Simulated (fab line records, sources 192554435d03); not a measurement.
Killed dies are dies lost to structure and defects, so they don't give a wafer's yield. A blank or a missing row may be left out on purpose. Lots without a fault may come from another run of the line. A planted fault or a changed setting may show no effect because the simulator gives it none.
fab line records | flow n5_finfet
record lots=9 wafers=26 last_day=19
route steps=1938 shown BEOL_M1@816 BEOL_M4@1111 PASSIVATION@1936
lots that met no fault: from a run of the same line without faults
start_h: hours from the record's first day to the start of the lot's first wafer shown | wait_h: hours since the lot's step before | " the same as in the row above | L1.1+2: a row that stands for several wafers | - no value, or no start given | * or withheld: withheld | < > ~ a bound
route shown NAME@n: a module of which the file shows steps, and the number in the route of the first | usual: mean/standard deviation of fault-free wafers | same: alike in all rows | chamber/n: place in a boat | sites: the reading at each site | _std_site: their standard deviation | _edge_site: outer sites' mean less inner sites' | radius_mm: how far each site lies from the wafer's centre | mask NAME#n: copy n | behind: the tool/chamber that last shaped the wafer | hold: why the lot was held/for how many hours/how that ended | device: the transistor (n, p or np) that didn't switch | end of line: the same wafers' tests at the end of the route | a step without rows: its recipe alone | killed: dies lost to structure and defects at the first sort, not the wafer's yield | map: a wafer's dies, x killed, . not, _ none there
set.NAME: the setting as run; set.NAME@STEP: as run at that earlier step | model.NAME: the simulator's own value behind a step, which no gauge read
steps of the route over a sample of lots; a table a step, a row a wafer
services: from which hour (start_h, from the record's first day; less than 0 if before it) a tool's chamber was out of use, for how many hours, and why
## steps
# step N5_BEOL_M1_SPUTTER_79
# recipe material=Cu target_thk_a=45 temp_c=-20 chamber_pressure_pa=0.07 power_w=withheld time_s=8.29
# usual throttle_valve_pct=30.0/1
# columns lot.wafer tool chamber start_h wait_h throttle_valve_pct
L949.2 pvd_sputter-03 - 130.30 0.1 30.1
L949.3 " - " " 30.0
L949.5 " - " " 30.4
L950.1 pvd_sputter-03 - 140.48 0.1 29.8
L950.2 " - " " 30.8
L950.6 " - " " 29.8
L952.1 pvd_sputter-03 - 155.50 0.1 28.4
L952.3 " - " " 30.2
L952.4 " - " " 30.7
L951.2 pvd_sputter-01 - 157.23 0.1 30.0
L951.6 " - " " 30.0
L956.1 pvd_sputter-01 - 179.91 0.1 31.9
L956.2 " - " " 29.6
L956.6 " - " " 28.7
L957.1 pvd_sputter-03 - 187.83 0.1 28.4
L957.2 " - " " 31.0
L957.3 " - " " 30.3
L967.1 pvd_sputter-03 - 256.06 0.1 30.5
L967.3 " - " " 29.8
L967.5 " - " " 29.9
L968.1 pvd_sputter-03 - 265.50 0.1 30.5
L968.2 " - " " 30.0
L968.5 " - " " 28.5
L971.1 pvd_sputter-01 - 279.86 0.1 28.7
L971.3 " - " " 29.3
L971.6 " - " " 30.1
# step N5_BEOL_M1_SPUTTER_92
# recipe material=Cu target_thk_a=45 temp_c=-20 chamber_pressure_pa=0.07 power_w=withheld time_s=8.29
# usual throttle_valve_pct=30.0/0.99
# columns lot.wafer tool chamber start_h wait_h throttle_valve_pct
L949.2 pvd_sputter-03 - 131.40 0.1 30.0
L949.3 " - " " 29.5
L949.5 " - " " 30.2
L950.1 pvd_sputter-03 - 141.58 0.1 29.7
L950.2 " - " " 30.9
L950.6 " - " " 29.7
L952.1 pvd_sputter-03 - 156.60 0.1 28.5
L952.3 " - " " 29.9
L952.4 " - " " 30.9
L951.2 pvd_sputter-01 - 158.33 0.1 30.0
L951.6 " - " " 29.9
L956.1 pvd_sputter-01 - 181.10 0.1 31.9
L956.2 " - " " 29.5
L956.6 " - " " 28.7
L957.1 pvd_sputter-03 - 188.93 0.1 28.5
L957.2 " - " " 30.9
L957.3 " - " " 30.0
L967.1 pvd_sputter-03 - 257.16 0.1 30.1
L967.3 " - " " 29.9
L967.5 " - " " 29.9
L968.1 pvd_sputter-03 - 266.60 0.1 30.0
L968.2 " - " " 29.8
L968.5 " - " " 28.6
L971.1 pvd_sputter-01 - 280.96 0.1 28.9
L971.3 " - " " 29.1
L971.6 " - " " 30.4
# step N5_BEOL_M1_CMP_52
# recipe stop_on=SiOC t_overpolish_s=6.8 down_force_psi=1 platen_rpm=50 clearing_platen_down_force_psi=1.5 clearing_platen_rpm=50 post_cmp_clean=cu_alkaline target_thk_nm=40 clearing_platen_pad_velocity_m_s=0.99484 pad_velocity_m_s=0.99484
# usual barrier_field_endpoint_s=24.7/0.59 motor_current_A=5.9/0.55 overpolish_run_s=6.802/0.0087 retaining_ring_pressure_frac=1.000/0.0051 time_to_endpoint_s=63/3.2
# columns lot.wafer tool chamber start_h wait_h barrier_field_endpoint_s motor_current_A overpolish_run_s retaining_ring_pressure_frac time_to_endpoint_s
L949.2 cmp-02 3 132.56 0.4 25.4 6.3 6.779 0.997 68
L949.3 " 1 " " 24.7 5.6 6.806 1.001 66
L949.5 " 2 " " 25.3 6.0 6.791 0.996 69
L950.1 cmp-02 3 142.58 0.3 25.4 6.7 6.808 0.994 69
L950.2 " 1 " " 25.4 5.6 6.785 0.996 70
L950.6 " 2 " " 26.0 6.0 6.823 1.001 70
L952.3 cmp-01 2 157.57 0.2 24.7 5.8 6.805 0.998 63
L952.1 " 3 " " 24.5 5.8 6.818 1.003 65
L952.4 " 0 " " 24.2 7.5 6.812 1.005 60
L951.2 cmp-02 2 159.51 0.2 24.3 6.1 6.809 0.999 63
L951.6 " 2 " " 25.6 5.6 6.797 1.007 64
L956.2 cmp-02 2 182.15 0.3 25.2 5.8 6.795 1.016 66
L956.1 " 3 " " 41.2 6.2 0.036 0.996 82
L956.6 " 0 " " 25.0 5.2 6.802 1.003 65
L957.3 cmp-02 3 189.86 0.2 24.7 6.6 6.818 0.999 64
L957.2 " 0 " " 24.9 5.2 6.800 0.998 64
L957.1 " 1 " " 41.2 5.4 0.045 1.009 81
L967.3 cmp-04 1 258.13 0.2 24.1 5.5 6.796 0.993 60
L967.1 " 2 " " 24.4 6.1 6.807 1.006 59
L967.5 " 0 " " 24.7 6.1 6.801 1.000 59
L968.1 cmp-01 3 267.53 0.3 24.7 5.5 6.802 0.994 63
L968.2 " 1 " " 23.7 6.0 6.803 0.992 56
L968.5 " 0 " " 24.7 7.4 6.791 0.996 59
L971.3 cmp-01 2 281.93 0.2 24.7 5.4 6.798 1.001 64
L971.1 " 3 " " 25.3 5.5 6.803 0.999 70
L971.6 " 1 " " 24.2 6.1 6.814 0.998 62
# step N5_BEOL_M1_THK_MEAS_53
# recipe thk_meas_gauge=xrf reads=Cu_of_BEOL_M1_ECD_50
# usual M1_THK=39.5/1.4
# columns lot.wafer tool chamber start_h wait_h M1_THK[nm]
L949.2 film_metro-01 - 132.81 - 41.4
L949.3 " - " " 39.7
L949.5 " - " " 44.3
L950.1 film_metro-02 - 142.84 - 39.0
L950.2 " - " " 39.2
L950.6 " - " " 41.5
L952.1 film_metro-01 - 157.83 - 37.6
L952.3 " - " " 38.7
L952.4 " - " " 38.6
L951.2 film_metro-02 - 159.77 - 40.7
L951.6 " - " " 42.0
L956.1 film_metro-02 - 182.37 - 146.7
L956.2 " - " " 38.9
L956.6 " - " " 39.4
L957.1 film_metro-01 - 190.15 - 150.9
L957.2 " - " " 38.7
L957.3 " - " " 38.9
L967.1 film_metro-01 - 258.39 - 39.1
L967.3 " - " " 37.1
L967.5 " - " " 39.9
L968.1 film_metro-02 - 267.83 - 41.1
L968.2 " - " " 37.6
L968.5 " - " " 39.0
L971.1 film_metro-01 - 282.19 - 40.3
L971.3 " - " " 40.5
L971.6 " - " " 41.0
# step N5_BEOL_M1_DEP_57
# recipe material=SiCN target_thk_a=80 temp_c=withheld precursor=3MS/NH3 pressure_torr=3 rf_w=202 time_s=14
# usual chamber_pressure_Torr=2.999/0.0059 showerhead_plenum_p_Torr=3.664/0.01 throttle_valve_pct=9.3/0.51
# columns lot.wafer tool chamber start_h wait_h chamber_pressure_Torr showerhead_plenum_p_Torr throttle_valve_pct
L949.2 pecvd-02 0 133.06 0.0 3.002 3.654 9.6
L949.3 " 2 " " 2.991 3.669 8.5
L949.5 " 0 " " 2.985 3.660 9.5
L950.1 pecvd-02 1 143.03 0.0 3.004 3.654 9.0
L950.2 " 2 " " 2.986 3.665 8.5
L950.6 " 2 " " 2.998 3.662 8.5
L952.1 pecvd-01 2 158.02 0.0 2.984 3.648 10.5
L952.3 " 1 " " 3.003 3.681 9.1
L952.4 " 0 " " 2.994 3.668 9.6
L951.2 pecvd-01 2 159.96 0.0 3.002 3.651 10.5
L951.6 " 0 " " 2.995 3.665 9.6
L956.1 pecvd-01 1 182.57 0.0 3.000 3.673 9.2
L956.2 " 0 " " 2.999 3.662 9.4
L956.6 " 0 " " 3.003 3.657 9.3
L957.1 pecvd-03 2 190.35 0.0 3.006 3.665 9.0
L957.2 " 1 " " 2.991 3.661 10.0
L957.3 " 0 " " 3.000 3.666 9.1
L967.1 pecvd-03 2 258.58 0.0 3.009 3.669 8.9
L967.3 " 0 " " 2.999 3.670 9.2
L967.5 " 2 " " 3.001 3.675 8.9
L968.1 pecvd-03 2 268.02 0.0 2.999 3.670 9.0
L968.2 " 1 " " 3.003 3.672 10.1
L968.5 " 1 " " 2.992 3.664 9.9
L971.1 pecvd-03 0 282.38 0.0 2.996 3.657 9.3
L971.3 " 1 " " 3.005 3.659 10.1
L971.6 " 0 " " 3.003 3.674 9.4
# step N5_BEOL_M1_INSPECT_59
# recipe inspect_instrument=darkfield mode=post_dep
# usual raw_defect_count=81/27
# columns lot.wafer tool chamber start_h wait_h raw_defect_count
L949.2 defect_inspect-02 - 133.15 0.0 71
L949.3 " - " " 101
L949.5 " - " " 106
L950.1 defect_inspect-01 - 143.13 0.0 58
L950.2 " - " " 60
L950.6 " - " " 78
L952.1 defect_inspect-01 - 158.11 0.0 56
L952.3 " - " " 63
L952.4 " - " " 102
L951.2 defect_inspect-01 - 160.05 0.0 90
L951.6 " - " " 126
L956.1 defect_inspect-01 - 182.66 0.0 1627
L956.2 " - " " 58
L956.6 " - " " 88
L957.1 defect_inspect-01 - 190.44 0.0 1579
L957.2 " - " " 77
L957.3 " - " " 114
L967.1 defect_inspect-02 - 258.67 0.0 51
L967.3 " - " " 90
L967.5 " - " " 45
L968.1 defect_inspect-01 - 268.12 0.0 28
L968.2 " - " " 62
L968.5 " - " " 30
L971.1 defect_inspect-02 - 282.47 0.0 71
L971.3 " - " " 64
L971.6 " - " " 85
# step N5_BEOL_M4_RC_MEAS_101
# usual DIBL_N=36.0/1.6 DIBL_P=35.8/2 IOFF_N=0.152/0.03 IOFF_P=0.20/0.031 ION_N=670/12 ION_P=459/7.4 SS_N=71.5/0.56 SS_P=73.2/0.64 VT_N=251/3.5 VT_P=-252/3.3
# columns lot.wafer tool chamber start_h wait_h DIBL_N[mV/V] DIBL_P[mV/V] IOFF_N[nA/um] IOFF_P[nA/um] ION_N[uA/um] ION_P[uA/um] SS_N[mV/dec] SS_P[mV/dec] VT_N[mV] VT_P[mV]
L949.2 prober-02 0 203.82 0.2 36.7 35.8 0.154 0.20 674 462 72.0 73.0 251 -253
L949.3 " 0 " " 36.7 35.5 0.141 0.19 657 454 71.0 73.0 254 -254
L949.5 " 0 " " 33.5 31.3 0.101 0.15 650 450 71.0 72.1 255 -256
L950.1 prober-02 0 205.93 0.0 37.0 37.4 0.162 0.21 683 468 70.9 74.1 248 -250
L950.2 " 0 " " 35.3 34.5 0.136 0.17 675 464 71.0 72.6 249 -253
L950.6 " 0 " " 35.9 34.9 0.135 0.18 659 451 70.8 73.1 252 -255
L951.2 prober-01 0 214.81 0.2 36.7 37.3 0.176 0.21 670 452 71.8 73.2 251 -251
L951.6 " 0 " " 35.8 35.5 0.165 0.19 667 456 71.8 73.5 247 -254
L952.1 prober-01 0 219.21 0.0 37.4 36.7 0.151 0.20 674 461 71.8 73.6 253 -252
L952.3 " 0 " " 35.9 35.6 0.125 0.18 656 455 71.3 73.2 255 -250
L952.4 " 0 " " 37.2 37.0 0.155 0.20 680 463 72.1 73.6 250 -253
L956.2 prober-01 0 246.09 0.2 35.1 34.1 0.124 0.15 647 441 71.6 72.7 255 -255
L956.6 " 0 " " 36.6 36.1 0.150 0.18 663 451 72.1 73.1 251 -256
L957.2 prober-01 0 247.17 0.2 34.2 35.2 0.129 0.19 661 457 71.1 73.3 252 -252
L957.3 " 0 " " 36.2 38.0 0.170 0.23 678 463 71.6 73.7 249 -247
L967.1 prober-02 0 317.40 0.0 35.8 34.9 0.155 0.19 680 462 71.8 72.8 249 -252
L967.3 " 0 " " 33.6 31.3 0.109 0.14 653 449 71.5 73.0 257 -256
L967.5 " 0 " " 34.9 33.4 0.135 0.17 674 463 71.9 72.8 250 -253
L968.1 prober-02 0 328.96 0.0 35.5 33.7 0.136 0.21 674 473 70.9 72.8 254 -250
L968.2 " 0 " " 36.1 34.1 0.144 0.21 661 459 71.4 73.5 251 -246
L968.5 " 0 " " 35.4 33.8 0.135 0.20 664 459 71.3 73.4 251 -247
L971.1 prober-02 0 347.34 0.0 34.3 34.4 0.129 0.17 655 454 70.4 72.7 250 -253
L971.3 " 0 " " 31.8 30.1 0.087 0.11 632 435 71.7 71.6 259 -261
L971.6 " 0 " " 33.2 32.1 0.113 0.14 658 449 71.2 72.2 255 -258
# step N5_PASSIVATION_PROBE_49
# usual defect_limited_yield=91.6/1.4 killed_at_M0_to_M3=33/10 killed_at_M4_up=13/5.3 killed_at_contacts=13/5.9 killed_at_front_end=36/12 killed_at_other=4/3.1 killed_dies=99/16 killed_on_rim=13/4.2 killed_open=65/13 killed_short=32/7.3 sort_bin_5_function=4.9/0.9 sort_bin_6_memory=3.1/0.66 sort_bin_8_speed=0.0/0.42 sort_n_pass=1081/17 sort_yield_pct=91.6/1.4
# same gross_dies=1180 killed_at_back_side=0 sort_bin_4_leakage[%]=0
# columns lot.wafer tool chamber start_h wait_h defect_limited_yield[%] killed_at_M0_to_M3 killed_at_M4_up killed_at_contacts killed_at_front_end killed_at_other killed_dies killed_on_rim killed_open killed_short sort_bin_5_function[%] sort_bin_6_memory[%] sort_bin_8_speed[%] sort_n_pass sort_yield_pct[%]
L949.2 prober-01 - 312.29 0.1 90.9 46 6 8 41 6 107 11 80 27 5.5 3.2 0 1073 90.9
L949.3 prober-01 - 312.34 0.1 91.4 40 13 9 32 7 101 14 67 28 5.2 2.7 0 1079 91.4
L949.5 prober-01 - 312.44 0.2 92.2 26 11 9 43 3 92 13 50 34 4.6 2.2 0 1088 92.2
L950.1 prober-01 - 317.40 0.0 91.8 32 10 20 29 6 97 13 65 32 4.8 3.1 0 1083 91.8
L950.2 prober-01 - 317.45 0.1 92.5 25 12 12 35 5 89 11 49 39 4.6 2.5 0 1091 92.5
L950.6 prober-01 - 317.65 0.3 89.7 43 19 22 32 5 121 8 73 48 5.7 4.5 0 1059 89.7
L951.2 prober-01 - 321.06 0.1 91.9 30 5 23 30 7 95 8 49 43 5.0 2.9 0 1085 91.9
L951.6 prober-01 - 321.26 0.3 91.4 39 9 22 31 0 101 15 65 36 5.3 2.8 0 1079 91.4
L952.1 prober-01 - 331.51 0.0 88.4 21 18 16 76 6 137 24 82 52 6.9 4.5 0 1043 88.4
L952.3 prober-01 - 331.61 0.1 88.1 33 8 28 56 15 140 15 99 39 6.9 4.5 0 1040 88.1
L952.4 prober-01 - 331.66 0.2 90.6 21 21 19 48 2 111 19 75 34 5.3 3.7 0 1069 90.6
L956.1 prober-01 - 349.35 0.0 0 1115 16 14 30 5 1180 152 74 43 5.8 3.6 0 0 0
L956.2 prober-01 - 349.40 0.1 92.7 29 14 11 26 6 86 18 55 26 3.7 3.2 0 1094 92.7
L956.6 prober-01 - 349.60 0.3 90.3 41 10 10 44 10 115 16 75 31 5.5 3.9 0 1065 90.3
L957.1 prober-01 - 350.02 0.0 0 1121 11 9 38 1 1180 152 49 32 4.0 2.7 0 0 0
L957.2 prober-01 - 350.07 0.1 93.4 17 14 9 36 2 78 9 49 27 4.4 2.0 0 1102 93.4
L957.3 prober-01 - 350.12 0.1 92.9 25 6 11 41 1 84 14 49 34 4.8 2.1 0 1096 92.9
L967.1 prober-02 - 428.78 0.0 90.0 36 21 13 37 11 118 11 77 38 5.8 3.6 0 1062 90.0
L967.3 prober-02 - 428.88 0.1 91.7 23 14 11 48 2 98 7 62 33 5.3 2.5 0 1082 91.7
L967.5 prober-02 - 428.98 0.2 91.1 26 16 12 50 1 105 11 52 51 4.8 3.5 0 1075 91.1
L968.1 prober-02 - 439.25 0.0 90.4 56 7 10 39 1 113 16 73 39 5.7 3.6 0 1067 90.4
L968.2 prober-02 - 439.30 0.1 89.1 61 14 4 50 0 129 17 76 50 7.0 3.5 0 1051 89.1
L968.5 prober-02 - 439.45 0.2 91.4 31 7 13 43 7 101 13 65 34 5.8 2.5 0 1079 91.4
L971.1 prober-01 - 447.76 0.0 91.5 34 10 18 26 12 100 12 68 31 5.5 2.7 0 1080 91.5
L971.3 prober-01 - 447.86 0.1 92.5 41 12 14 20 2 89 10 65 24 5.0 2.0 4.9 1033 87.5
L971.6 prober-01 - 448.01 0.3 90.8 42 13 21 32 0 108 19 76 29 5.0 4.0 0 1072 90.8
# killed by level:class
L949.2 BEOL_M0_SAQP:geometric_particle:open=11 STI_FIN_REVEAL:geometric_particle:open=10 BEOL_M1:geometric_particle:open=10 DUMMY_GATE:geometric_particle:open=8 MOL_CONTACT_COAG:geometric_particle:open=8 BEOL_M3:geometric_particle:open=8 FIN_SAQP:geometric_particle:open=7 BEOL_M0_SAQP:geometric_particle:short=7
L949.3 BEOL_M2:geometric_particle:open=12 MOL_CONTACT_COAG:geometric_particle:open=8 FIN_SAQP:geometric_particle:open=7 BEOL_M0_SAQP:geometric_particle:open=7 BEOL_M4:geometric_particle:open=6 HKMG_FIN:area_etch=6 BEOL_M1:geometric_particle:open=4 BEOL_M2:geometric_particle:short=4
L949.5 FIN_SAQP:geometric_particle:short=9 BEOL_M0_SAQP:geometric_particle:short=8 MOL_CONTACT_COAG:geometric_particle:open=7 HKMG_FIN:area_etch=7 FIN_SAQP:geometric_particle:open=6 BEOL_M2:geometric_particle:open=6 BEOL_M0_SAQP:geometric_particle:open=5 STARTING-WAFER:geometric_particle:open=5
L950.1 MOL_CONTACT_COAG:geometric_particle:open=18 BEOL_M0_SAQP:geometric_particle:open=11 BEOL_M0_SAQP:geometric_particle:short=9 DUMMY_GATE:geometric_particle:open=6 SPACER0:geometric_particle:open=4 BEOL_M3:geometric_particle:open=4 BEOL_M4:geometric_particle:open=4 STI_FIN_REVEAL:geometric_particle:open=3
L950.2 MOL_CONTACT_COAG:geometric_particle:open=11 BEOL_M0_SAQP:geometric_particle:short=11 BEOL_M0_SAQP:geometric_particle:open=8 STI_FIN_REVEAL:geometric_particle:open=7 STI_FIN_REVEAL:geometric_particle:short=5 DUMMY_GATE:geometric_particle:open=5 GATE_CUT:geometric_particle:short=4 STARTING-WAFER:geometric_particle:short=4
L950.6 BEOL_M0_SAQP:geometric_particle:short=14 MOL_CONTACT_COAG:geometric_particle:open=14 BEOL_M0_SAQP:geometric_particle:open=12 BEOL_M4:geometric_particle:open=10 MOL_CONTACT_COAG:geometric_particle:short=8 FIN_SAQP:geometric_particle:short=7 STI_FIN_REVEAL:geometric_particle:open=6 DUMMY_GATE:geometric_particle:open=6
L951.2 MOL_CONTACT_COAG:geometric_particle:open=12 DUMMY_GATE:geometric_particle:open=11 MOL_CONTACT_COAG:geometric_particle:short=9 BEOL_M0_SAQP:geometric_particle:short=9 BEOL_M0_SAQP:geometric_particle:open=9 FIN_SAQP:geometric_particle:short=6 PAD_METAL:geometric_particle:short=5 BEOL_M2:geometric_particle:open=4
L951.6 MOL_CONTACT_COAG:geometric_particle:open=19 BEOL_M2:geometric_particle:open=12 BEOL_M0_SAQP:geometric_particle:short=9 BEOL_M0_SAQP:geometric_particle:open=8 STI_FIN_REVEAL:geometric_particle:open=7 FIN_SAQP:geometric_particle:short=6 BEOL_M2:geometric_particle:short=4 STARTING-WAFER:geometric_particle:open=4
L952.1 FIN_SAQP:geometric_particle:short=22 FIN_SAQP:geometric_particle:open=15 MOL_CONTACT_COAG:geometric_particle:open=13 BEOL_M4:geometric_particle:open=11 STI_FIN_REVEAL:geometric_particle:open=10 DUMMY_GATE:geometric_particle:open=7 BEOL_M2:geometric_particle:open=5 MOL_CONTACT_COAG:geometric_particle:short=3
L952.3 MOL_CONTACT_COAG:geometric_particle:open=20 DUMMY_GATE:geometric_particle:open=18 STI_FIN_REVEAL:geometric_particle:open=12 BEOL_M3:geometric_particle:open=9 MOL_CONTACT_COAG:geometric_particle:short=7 BEOL_M0_SAQP:geometric_particle:open=6 BEOL_M2:geometric_particle:open=5 STI_FIN_REVEAL:geometric_particle:short=4
L952.4 MOL_CONTACT_COAG:geometric_particle:open=13 STI_FIN_REVEAL:geometric_particle:open=12 FIN_SAQP:geometric_particle:open=9 FIN_SAQP:geometric_particle:short=8 MOL_CONTACT_COAG:geometric_particle:short=6 BEOL_M0_SAQP:geometric_particle:open=6 DUMMY_GATE:geometric_particle:open=5 BEOL_M2:geometric_particle:open=5
L956.1 BEOL_M1:area_cmp=1062 BEOL_M0_SAQP:geometric_particle:open=15 BEOL_M0_SAQP:geometric_particle:short=15 BEOL_M1:geometric_particle:open=14 MOL_CONTACT_COAG:geometric_particle:open=12 FIN_SAQP:geometric_particle:open=6 BEOL_M1:geometric_particle:short=6 BEOL_M4:geometric_particle:short=6
L956.2 BEOL_M0_SAQP:geometric_particle:open=7 MOL_CONTACT_COAG:geometric_particle:open=7 BEOL_M0_SAQP:geometric_particle:short=6 BEOL_M2:geometric_particle:open=6 BEOL_M4:geometric_particle:open=6 FIN_SAQP:geometric_particle:open=4 FIN_SAQP:geometric_particle:short=4 STI_FIN_REVEAL:geometric_particle:open=4
L956.6 STI_FIN_REVEAL:geometric_particle:open=10 BEOL_M0_SAQP:geometric_particle:open=10 MOL_CONTACT_COAG:geometric_particle:open=9 BEOL_M0_SAQP:geometric_particle:short=8 BEOL_M2:geometric_particle:open=6 BEOL_M3:geometric_particle:open=6 GATE_CUT:geometric_particle:short=5 STARTING-WAFER:geometric_particle:open=5
L957.1 BEOL_M1:area_cmp=1098 FIN_SAQP:geometric_particle:short=11 MOL_CONTACT_COAG:geometric_particle:open=8 STI_FIN_REVEAL:geometric_particle:open=7 BEOL_M0_SAQP:geometric_particle:open=7 BEOL_M0_SAQP:geometric_particle:short=7 BEOL_M2:geometric_particle:open=4 BEOL_M4:geometric_particle:open=4
L957.2 FIN_SAQP:geometric_particle:short=10 MOL_CONTACT_COAG:geometric_particle:open=9 FIN_SAQP:geometric_particle:open=6 GATE_CUT:geometric_particle:short=5 BEOL_M0_SAQP:geometric_particle:open=5 BEOL_M2:geometric_particle:open=5 BEOL_M4:geometric_particle:open=5 STI_FIN_REVEAL:geometric_particle:open=4
L957.3 FIN_SAQP:geometric_particle:short=13 MOL_CONTACT_COAG:geometric_particle:open=10 FIN_SAQP:geometric_particle:open=6 DUMMY_GATE:geometric_particle:open=6 BEOL_M0_SAQP:geometric_particle:open=4 BEOL_M1:geometric_particle:open=4 BEOL_M2:geometric_particle:open=4 DUMMY_GATE:geometric_particle:short=3
L967.1 FIN_SAQP:geometric_particle:short=10 MOL_CONTACT_COAG:geometric_particle:open=10 BEOL_M0_SAQP:geometric_particle:open=10 BEOL_M4:geometric_particle:open=8 STI_FIN_REVEAL:geometric_particle:open=6 BEOL_M2:geometric_particle:open=6 BEOL_M0:geometric_particle:open=4 ILD0:geometric_particle:short=4
L967.3 FIN_SAQP:geometric_particle:open=9 FIN_SAQP:geometric_particle:short=8 DUMMY_GATE:geometric_particle:open=8 ILD0:geometric_particle:short=7 BEOL_M4:geometric_particle:open=7 MOL_CONTACT_COAG:geometric_particle:open=6 BEOL_M0_SAQP:geometric_particle:open=6 MOL_CONTACT_COAG:geometric_particle:short=5
L967.5 FIN_SAQP:geometric_particle:short=17 STI_FIN_REVEAL:geometric_particle:open=8 BEOL_M0_SAQP:geometric_particle:short=8 MOL_CONTACT_COAG:geometric_particle:open=7 DUMMY_GATE:geometric_particle:open=6 BEOL_M2:geometric_particle:short=6 BEOL_M4:geometric_particle:open=5 ILD0:geometric_particle:short=4
L968.1 STI_FIN_REVEAL:geometric_particle:open=17 BEOL_M0_SAQP:geometric_particle:short=14 BEOL_M0_SAQP:geometric_particle:open=12 MOL_CONTACT_COAG:geometric_particle:open=10 BEOL_M3:geometric_particle:open=10 BEOL_M0:geometric_particle:open=7 FIN_SAQP:geometric_particle:short=6 BEOL_M1:geometric_particle:open=5
L968.2 FIN_SAQP:geometric_particle:short=17 BEOL_M0_SAQP:geometric_particle:short=17 BEOL_M0_SAQP:geometric_particle:open=17 STI_FIN_REVEAL:geometric_particle:open=11 BEOL_M5:geometric_particle:open=6 GATE_CUT:geometric_particle:short=5 BEOL_M1:geometric_particle:open=5 BEOL_M3:geometric_particle:short=5
L968.5 BEOL_M0_SAQP:geometric_particle:open=13 FIN_SAQP:geometric_particle:open=12 FIN_SAQP:geometric_particle:short=12 MOL_CONTACT_COAG:geometric_particle:open=12 BEOL_M0_SAQP:geometric_particle:short=10 STI_FIN_REVEAL:geometric_particle:open=4 BEOL_M2:geometric_particle:open=3 BEOL_M3:geometric_particle:open=3
L971.1 MOL_CONTACT_COAG:geometric_particle:open=15 BEOL_M1:geometric_particle:open=8 STI_FIN_REVEAL:geometric_particle:open=7 GATE_CUT:geometric_particle:short=7 BEOL_M0_SAQP:geometric_particle:short=6 BEOL_M2:geometric_particle:open=6 BEOL_M3:geometric_particle:open=5 FIN_SAQP:geometric_particle:short=4
L971.3 MOL_CONTACT_COAG:geometric_particle:open=12 BEOL_M1:geometric_particle:open=10 BEOL_M0_SAQP:geometric_particle:open=9 BEOL_M2:geometric_particle:open=8 BEOL_M0_SAQP:geometric_particle:short=7 BEOL_M4:geometric_particle:open=6 GATE_CUT:geometric_particle:short=6 GATE_CUT:geometric_particle:open=5
L971.6 MOL_CONTACT_COAG:geometric_particle:open=17 BEOL_M1:geometric_particle:open=10 BEOL_M2:geometric_particle:open=9 FIN_SAQP:geometric_particle:open=6 DUMMY_GATE:geometric_particle:open=6 BEOL_M0:geometric_particle:open=6 BEOL_M0_SAQP:geometric_particle:short=5 BEOL_M4:geometric_particle:open=5
## services
# columns tool chamber start_h hours kind
pvd_sputter-03 - 108.25 5.5 repair
cmp-02 - 115.04 3.9 repair
cmp-04 - 126.33 2.0 repair
cmp-04 - 131.62 7.0 repair
cmp-01 - 131.64 5.3 pm
cmp-04 - 141.32 3.6 pm
pvd_sputter-01 - 143.59 5.2 repair
cmp-04 - 148.68 4.0 pm
cmp-04 - 155.04 0.3 repair
pecvd-03 - 162.43 2.2 repair
pecvd-02 - 165.07 2.8 pm
cmp-04 - 168.52 5.7 pm
cmp-04 - 174.28 2.0 repair
pecvd-01 2 215.87 20.5 repair
pecvd-03 1 223.73 6.0 repair
cmp-01 - 232.11 4.0 pm
cmp-02 - 233.10 2.4 repair
pecvd-03 2 234.72 9.0 repair
cmp-01 - 236.11 - consumable_replace:conditioner
cmp-01 - 236.11 - consumable_replace:pad
pecvd-01 2 236.42 - clean
pecvd-01 2 236.42 - consumable_replace:showerhead
cmp-02 - 237.39 0.2 repair
cmp-01 - 275.76 1.8 repair
## key
first_sign step=N5_BEOL_M1_CMP_52 reading=overpolish_run_s direction=down sigmas=99+ usual=6.802 struck=0.040
effect step=N5_BEOL_M1_CMP_52 reading=barrier_field_endpoint_s direction=up sigmas=28 usual=24.7 struck=41.2
effect step=N5_BEOL_M1_THK_MEAS_53 reading=M1_THK direction=up sigmas=77 usual=39.5 struck=148.8
effect step=N5_BEOL_M1_INSPECT_59 reading=raw_defect_count direction=up sigmas=57 usual=81 struck=1603
effect step=N5_PASSIVATION_PROBE_49 reading=killed_at_M0_to_M3 direction=up sigmas=99+ usual=33 struck=1118
more_kills_born_at N5_BEOL_M1_CMP_52@cmp-02=2160
met_at N5_BEOL_M1_CMP_52
struck_lots L956,L957
struck_wafers L956.1,L957.1
later_rows_left_out L956.1,L957.1
not_acting_at N5_BEOL_M1_SPUTTER_79,N5_BEOL_M1_SPUTTER_92,N5_BEOL_M1_DEP_57
onset_between 159.51 182.15
fault kind=process_parameter_drift tool=cmp-02 chamber=- onset_h=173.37 steps=N5_BEOL_M1_CMP_52 channel=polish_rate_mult offset=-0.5 shape=step end_h=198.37 scope=struck_wafers_only
# later_rows_left_out: the simulator's readings of these wafers behind a module that went badly wrong aren't trusted and aren't shown, but for the sort
